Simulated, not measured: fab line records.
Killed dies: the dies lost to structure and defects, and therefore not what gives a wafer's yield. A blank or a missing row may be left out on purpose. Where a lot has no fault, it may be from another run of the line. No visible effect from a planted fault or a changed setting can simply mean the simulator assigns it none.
fab line records	flow n5Finfet
[record] lots = 7	wafers = 39
route steps=1938 shown BEOL_M8@1377
startH: the number of hours between the record's first day and the start of the first shown wafer of the lot	waitH: hours from the lot's prior step to this one	" as in the row above	L1.1+2: a single row standing in for several wafers	- no value, or no start given	* or withheld: withheld	< > ~ a bound
route shown NAME@n: NAME is a module with steps in the file, n the number in the route of the first one	usual: mean and standard deviation over wafers with no fault	same: alike in all rows	chamber/n: place in a boat	sites: the reading at each site	_std_site: how widely they spread, as a standard deviation	_edge_site: mean of outer sites minus mean of inner sites	radiusMm: for every site, how far away it sits from the centre of the wafer	mask NAME#n: copy n	behind: the last tool/chamber to shape the wafer	hold: cause of the lot's hold/its duration in hours/its outcome	device: which transistor (n, p or np) failed to switch	end of line: at the end of the route, the tests of the same wafers	for a step that has no rows: nothing shown but its recipe	killed: count of dies lost to structure and defects at first sort (not the wafer's yield)	map: a wafer's dies, marking killed ones x, the rest . and places with no die _
set.NAME: the setting that was run; set.NAME@STEP: the one run at that earlier step	model.NAME: the simulator's own value behind a step, which no gauge read
one table per step and one row per wafer, for lots whose settings were changed on purpose
[[steps]]
[step N5_BEOL_M8_TRENCH_ETCH_37]
[recipe] chemistry = C4F6/O2	targetDepthA = 934.78	target = SiCOH_lowk	timeS = 31.2	ionEnergyEv = 250	pressureMtorr = 30	sourceW = 345	biasW = 185	Ar_flow_sccm = 300	C4F6_flow_sccm = 10	O2_flow_sccm = 10
lot.wafer	tool	chamber	startH	waitH	set.timeS	model.etch.depthNm	model.BEOL_M8.featureDepthNm	model.TiN_of_BEOL_M8_HM_DEP_02.thkNm
L075.1	rieDiel-06	1	-	-	43.7	130.8	130.8	16.4
L075.2	"	0	"	"	31.2	91.76	91.8	17.6
L075.3	"	3	"	"	43.7	129.1	129	16.8
L075.4	"	2	"	"	31.2	97.87	97.8	17.6
L075.5	"	2	"	"	31.2	98.46	98.4	17.4
L075.6	"	3	"	"	43.7	129.8	129.8	16.4
L077.1	rieDiel-04	1	-	-	31.2	97.31	97.4	17.6
L077.2	"	2	"	"	31.2	89.72	89.8	17.6
L077.3	"	3	"	"	12.49	37.19	37.2	19.4
L077.4	"	0	"	"	12.49	37.44	37.4	19.2
L077.5	"	2	"	"	12.49	35.69	35.6	19.4
L077.6	"	1	"	"	31.2	97.35	97.4	17.4
L078.3	rieDiel-04	3	-	-	31.2	93.89	93.8	17.6
L078.4	"	0	"	"	31.2	94.08	94	17.8
L078.6	"	2	"	"	31.2	90.93	91	18
L079.1	rieDiel-01	2	-	-	31.2	92.14	92.2	17.2
L079.2	"	0	"	"	31.2	92.96	93	17.6
L079.3	"	3	"	"	31.2	95.28	95.2	17.4
L079.4	"	1	"	"	31.2	93.74	93.8	16.8
L079.5	"	2	"	"	31.2	92.55	92.6	17.2
L079.6	"	1	"	"	31.2	94.16	94.2	17.4
L084.1	rieDiel-01	1	-	-	44.56	135.7	135.8	16.2
L084.2	"	0	"	"	31.2	94.14	94.2	17.2
L084.3	"	3	"	"	31.2	95.36	95.4	17.6
L084.4	"	2	"	"	44.56	132.6	132.6	16.6
L084.5	"	2	"	"	44.56	132.9	132.8	16.2
L084.6	"	1	"	"	31.2	94.95	95	17.8
L092.1	rieDiel-01	2	-	-	31.2	90.74	90.8	17.4
L092.2	"	3	"	"	31.2	94.53	94.6	17.4
L092.3	"	1	"	"	31.2	93.61	93.6	17.2
L092.4	"	0	"	"	31.2	93.16	93.2	17.2
L092.5	"	3	"	"	31.2	94.15	94.2	17.4
L092.6	"	0	"	"	31.2	92.75	92.8	17.6
L097.1	rieDiel-04	3	-	-	47.37	137.5	137.4	16.8
L097.2	"	0	"	"	47.37	140.1	140	16.6
L097.3	"	1	"	"	31.2	96.94	97	17.4
L097.4	"	0	"	"	47.37	141.4	141.4	16.2
L097.5	"	3	"	"	31.2	91.21	91.2	17.8
L097.6	"	1	"	"	31.2	96.15	96.2	17.8
[step N5_BEOL_M8_ETCH_41]
[recipe] chemistry = CH3F/O2	target = SiCN	targetDepthA = 319	taperDeg = 2	timeS = 57.8	ionEnergyEv = 120	maskMaterial = TiN	pressureMtorr = 30	sourceW = 395	biasW = 75	Ar_flow_sccm = 150	CH3F_flow_sccm = 30	O2_flow_sccm = 20
[step N5_BEOL_M8_STRIP_80]
[recipe] chemistry = N2/H2	timeS = 10	powerW = 450	tempC = 40	pressureMtorr = 20	rfFrequencyHz = 6e+07	biasPowerW = 7	n2FlowSccm = 200	h2FlowSccm = 200
[step N5_BEOL_M8_OCD_MEAS_38]
[usual] trenchDepthNm = 93.9/2.3
lot.wafer	tool	chamber	startH	waitH	set.timeS@BEOL_M8_TRENCH_ETCH_37	trenchDepthNm
L075.1	ocd-02	-	209.50	-	43.7	130.8
L075.2	"	-	"	"	31.2	91.9
L075.3	"	-	"	"	43.7	128.7
L075.4	"	-	"	"	31.2	98.0
L075.5	"	-	"	"	31.2	98.8
L075.6	"	-	"	"	43.7	130.0
L077.1	ocd-02	-	219.73	-	31.2	97.2
L077.2	"	-	"	"	31.2	89.3
L077.3	"	-	"	"	12.49	36.7
L077.4	"	-	"	"	12.49	38.0
L077.5	"	-	"	"	12.49	35.9
L077.6	"	-	"	"	31.2	97.3
L078.3	ocd-01	-	245.16	-	31.2	93.8
L078.4	"	-	"	"	31.2	94.0
L078.6	"	-	"	"	31.2	90.9
L079.1	ocd-02	-	254.22	-	31.2	92.1
L079.2	"	-	"	"	31.2	92.6
L079.3	"	-	"	"	31.2	95.5
L079.4	"	-	"	"	31.2	93.5
L079.5	"	-	"	"	31.2	92.7
L079.6	"	-	"	"	31.2	94.1
L084.1	ocd-01	-	277.87	-	44.56	136.2
L084.2	"	-	"	"	31.2	94.4
L084.3	"	-	"	"	31.2	95.4
L084.4	"	-	"	"	44.56	132.3
L084.5	"	-	"	"	44.56	132.7
L084.6	"	-	"	"	31.2	94.8
L092.1	ocd-02	-	318.87	-	31.2	91.0
L092.2	"	-	"	"	31.2	94.6
L092.3	"	-	"	"	31.2	93.5
L092.4	"	-	"	"	31.2	93.5
L092.5	"	-	"	"	31.2	94.2
L092.6	"	-	"	"	31.2	92.7
L097.1	ocd-02	-	355.89	-	47.37	137.5
L097.2	"	-	"	"	47.37	139.9
L097.3	"	-	"	"	31.2	97.1
L097.4	"	-	"	"	47.37	141.5
L097.5	"	-	"	"	31.2	90.9
L097.6	"	-	"	"	31.2	96.6
[step N5_BEOL_M8_HM_STRIP_39]
[recipe] chemistry = peroxideTinStrip	material = TiN	targetDepthA = 250	tempC = 50	timeS = 158
[step N5_BEOL_M8_SRD_40]
[recipe] timeS = 30	tempC = 23	rinseLiquid = diw	dry = ipaMarangoni
[step N5_BEOL_M8_ECD_50]
[recipe] material = Cu	targetThkA = 3000
[step N5_BEOL_M8_ANNEAL_51]
[recipe] tempC = 225	timeS = 90	ambient = N2
[step N5_BEOL_M8_CMP_52]
[recipe] stopOn = SiCOH_lowk	tOverpolishS = 6.9	downForcePsi = 1	platenRpm = 50	clearingPlatenDownForcePsi = 1.5	clearingPlatenRpm = 50	postCmpClean = cuAlkaline	targetThkNm = 80	clearingPlatenPadVelocityMS = 0.99484	padVelocityMS = 0.99484
lot.wafer	tool	chamber	startH	waitH	set.timeS@BEOL_M8_TRENCH_ETCH_37	model.Cu_of_BEOL_M8_ECD_50.thkNm
L075.2	cmp-04	0	212.44	0.2	31.2	79.2
L075.1+3	"	1,2	"	"	43.7	118
L075.4	"	3	"	"	31.2	84.8
L075.5	"	0	"	"	31.2	86.8
L075.6	"	1	"	"	43.7	117
L077.4	cmp-04	1	221.94	0.1	12.49	22
L077.2	"	2	"	"	31.2	75.4
L077.3	"	3	"	"	12.49	21.6
L077.1	"	0	"	"	31.2	83.8
L077.5	"	1	"	"	12.49	20
L077.6	"	2	"	"	31.2	82.8
L078.3	cmp-04	2	247.01	0.2	31.2	79.4
L078.4	"	0	"	"	31.2	81
L078.6	"	2	"	"	31.2	77.8
L079.3	cmp-01	0	256.89	0.2	31.2	82
L079.1	"	1	"	"	31.2	78.4
L079.2	"	2	"	"	31.2	81.8
L079.4	"	3	"	"	31.2	79
L079.5	"	0	"	"	31.2	79.8
L079.6	"	1	"	"	31.2	80
L084.1	cmp-04	1	280.82	0.3	44.56	121.6
L084.4	"	2	"	"	44.56	120.2
L084.3	"	3	"	"	31.2	80.8
L084.2	"	0	"	"	31.2	80.4
L084.6	"	1	"	"	31.2	81.2
L084.5	"	2	"	"	44.56	119.4
L092.2	cmp-04	3	323.65	0.4	31.2	78.4
L092.1	"	0	"	"	31.2	77.2
L092.3+4	"	1,2	"	"	31.2	78.8
L092.5+6	"	3,0	"	"	31.2	79.2
L097.3	cmp-02	1	357.71	0.2	31.2	84
L097.2	"	2	"	"	47.37	126.4
L097.4	"	3	"	"	47.37	127.2
L097.1	"	0	"	"	47.37	125.2
L097.6	"	1	"	"	31.2	82.8
L097.5	"	2	"	"	31.2	76.2
[step N5_BEOL_M8_THK_MEAS_53]
[recipe] thkMeasGauge = xrf	reads = Cu_of_BEOL_M8_ECD_50
[usual] M8_THK = 80.9/2.6
lot.wafer	tool	chamber	startH	waitH	set.timeS@BEOL_M8_TRENCH_ETCH_37	M8_THK[nm]
L075.1	filmMetro-02	-	212.73	-	43.7	118.4
L075.2	"	-	"	"	31.2	79.4
L075.3	"	-	"	"	43.7	118.4
L075.4	"	-	"	"	31.2	85.0
L075.5	"	-	"	"	31.2	87.1
L075.6	"	-	"	"	43.7	117.6
L077.1	filmMetro-01	-	222.24	-	31.2	85.6
L077.2	"	-	"	"	31.2	76.8
L077.3	"	-	"	"	12.49	22.1
L077.4	"	-	"	"	12.49	22.5
L077.5	"	-	"	"	12.49	20.3
L077.6	"	-	"	"	31.2	84.6
L078.3	filmMetro-02	-	247.31	-	31.2	80.7
L078.4	"	-	"	"	31.2	82.4
L078.6	"	-	"	"	31.2	79.1
L079.1	filmMetro-01	-	257.18	-	31.2	79.0
L079.2	"	-	"	"	31.2	82.2
L079.3	"	-	"	"	31.2	82.2
L079.4	"	-	"	"	31.2	79.3
L079.5	"	-	"	"	31.2	80.0
L079.6	"	-	"	"	31.2	80.5
L084.1	filmMetro-01	-	281.11	-	44.56	123.7
L084.2	"	-	"	"	31.2	81.5
L084.3	"	-	"	"	31.2	82.1
L084.4	"	-	"	"	44.56	121.8
L084.5	"	-	"	"	44.56	121.2
L084.6	"	-	"	"	31.2	82.6
L092.1	filmMetro-01	-	323.95	-	31.2	79.0
L092.2	"	-	"	"	31.2	80.4
L092.3	"	-	"	"	31.2	80.8
L092.4	"	-	"	"	31.2	81.1
L092.5	"	-	"	"	31.2	81.3
L092.6	"	-	"	"	31.2	81.3
L097.1	filmMetro-01	-	358.01	-	47.37	127.5
L097.2	"	-	"	"	47.37	128.5
L097.3	"	-	"	"	31.2	85.7
L097.4	"	-	"	"	47.37	129.4
L097.5	"	-	"	"	31.2	77.3
L097.6	"	-	"	"	31.2	84.3
[step N5_BEOL_M8_PRE_CLEAN_55]
[recipe] gas = NH3	timeS = 15	tempC = withheld	rfPowerW = 300
[step N5_BEOL_M8_DEP_56]
[recipe] material = SiCN	targetThkA = 100	tempC = withheld	precursor = 3MS/NH3	pressureTorr = 3	rfW = 202	timeS = 17.5
[step N5_BEOL_M8_RS_MEAS_57]
[recipe] thkMeasGauge = four-point-probe	reads = Cu_of_BEOL_M8_ECD_50+Co_of_BEOL_M8_CVD_78+TaN_of_BEOL_M8_ALD_77
[usual] M8_RS = 0.287/0.011
lot.wafer	tool	chamber	startH	waitH	set.timeS@BEOL_M8_TRENCH_ETCH_37	M8_RS[ohm/sq]
L075.1	filmMetro-02	-	212.90	0.1	43.7	0.183
L075.2	"	-	"	"	31.2	0.290
L075.3	"	-	"	"	43.7	0.183
L075.4	"	-	"	"	31.2	0.267
L075.5	"	-	"	"	31.2	0.260
L075.6	"	-	"	"	43.7	0.185
L077.1	filmMetro-01	-	222.40	0.1	31.2	0.270
L077.2	"	-	"	"	31.2	0.308
L077.3	"	-	"	"	12.49	1.537
L077.4	"	-	"	"	12.49	1.497
L077.5	"	-	"	"	12.49	1.720
L077.6	"	-	"	"	31.2	0.274
L078.3	filmMetro-02	-	247.44	0.1	31.2	0.288
L078.4	"	-	"	"	31.2	0.282
L078.6	"	-	"	"	31.2	0.295
L079.1	filmMetro-02	-	257.34	0.1	31.2	0.293
L079.2	"	-	"	"	31.2	0.278
L079.3	"	-	"	"	31.2	0.278
L079.4	"	-	"	"	31.2	0.291
L079.5	"	-	"	"	31.2	0.287
L079.6	"	-	"	"	31.2	0.286
L084.1	filmMetro-01	-	281.24	0.1	44.56	0.177
L084.2	"	-	"	"	31.2	0.284
L084.3	"	-	"	"	31.2	0.282
L084.4	"	-	"	"	44.56	0.179
L084.5	"	-	"	"	44.56	0.181
L084.6	"	-	"	"	31.2	0.282
L092.1	filmMetro-01	-	324.08	0.1	31.2	0.297
L092.2	"	-	"	"	31.2	0.293
L092.3	"	-	"	"	31.2	0.291
L092.4	"	-	"	"	31.2	0.291
L092.5	"	-	"	"	31.2	0.289
L092.6	"	-	"	"	31.2	0.289
L097.1	filmMetro-02	-	358.14	0.1	47.37	0.171
L097.2	"	-	"	"	47.37	0.169
L097.3	"	-	"	"	31.2	0.270
L097.4	"	-	"	"	47.37	0.168
L097.5	"	-	"	"	31.2	0.303
L097.6	"	-	"	"	31.2	0.274
[[key]]
[split] step = N5_BEOL_M8_TRENCH_ETCH_37	setting = timeS	stated = 31.2	by = wafer
[response] step = N5_BEOL_M8_TRENCH_ETCH_37	reading = model.etch.depthNm	change = +0.908	per = 1%	r = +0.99
[response] step = N5_BEOL_M8_TRENCH_ETCH_37	reading = model.BEOL_M8.featureDepthNm	change = +0.908	per = 1%	r = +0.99
[response] step = N5_BEOL_M8_TRENCH_ETCH_37	reading = model.TiN_of_BEOL_M8_HM_DEP_02.thkNm	change = -0.0266	per = 1%	r = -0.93
[response] step = N5_BEOL_M8_OCD_MEAS_38	reading = trenchDepthNm	change = +0.904	per = 1%	r = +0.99
[response] step = N5_BEOL_M8_CMP_52	reading = model.Cu_of_BEOL_M8_ECD_50.thkNm	change = +0.923	per = 1%	r = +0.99
[response] step = N5_BEOL_M8_THK_MEAS_53	reading = M8_THK	change = +0.938	per = 1%	r = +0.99
[response] step = N5_BEOL_M8_RS_MEAS_57	reading = M8_RS	shape = bent	atLowest = 1.585	atStated = 0.285	atHighest = 0.169
